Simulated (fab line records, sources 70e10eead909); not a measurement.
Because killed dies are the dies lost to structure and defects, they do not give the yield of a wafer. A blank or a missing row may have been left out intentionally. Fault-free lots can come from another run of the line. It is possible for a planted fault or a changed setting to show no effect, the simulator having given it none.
Matching of chambers    flow nand-harc    NHARC_THIN_TSV_DESCUM_14 on rie-diel-09 has 4 sister chambers
The step chemistry O2, time 3 s. 8 wafers are shown with their chamber, then 7 later ones without.

EACH WAFER AND ITS CHAMBER
wafer   chamber  drypump-motor-current-A (A)  oes-product-au (a.u.)
L331.3  3        6.3                          0.998
L333.6  3        6.4                          1.001
L343.4  1        5.8                          1.006
L346.1  2        5.9                          1.014
L346.2  0        5.6                          0.995
L346.5  1        5.8                          1.004
L345.1  0        5.6                          0.997
L345.3  2        5.9                          1.014

WAFERS WHOSE CHAMBER IS MISSING
wafer   drypump-motor-current-A (A)  oes-product-au (a.u.)
L345.5  5.6                          1.005
L350.1  6.4                          1.003
L350.2  5.6                          1.002
L350.5  5.9                          1.010
L347.1  5.7                          0.997
L347.2  5.8                          1.013
L347.4  5.9                          1.003

WHICH CHAMBER EACH ONE RAN IN
wafer    from the rows above       in truth
L345.5   can't be placed: 1 or 0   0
L350.1   3                         3
L350.2   can't be placed: 0 or 1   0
L350.5   can't be placed: 2 or 1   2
L347.1   0                         0
L347.2   2                         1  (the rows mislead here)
L347.4   1                         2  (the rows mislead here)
Correctly placed: 2 of 7. From these rows, 3 cannot be placed; in 3 the true chamber is one of the candidates. Placed wrongly: 2.
How it was worked out, from the rows above alone: a wafer's distance from a chamber is the root of the sum, over the readings, of the square of ((its reading less the chamber's mean) divided by the reading's scatter). If the next closest chamber is less than 2 further off than the closest, the wafer can't be placed; otherwise it belongs to the closest. The mean given for a chamber averages the wafers shown for that chamber. The scatter: the root of (the sum of the squares of (reading less its chamber's mean) over the shown wafers, divided by (wafers less chambers)).
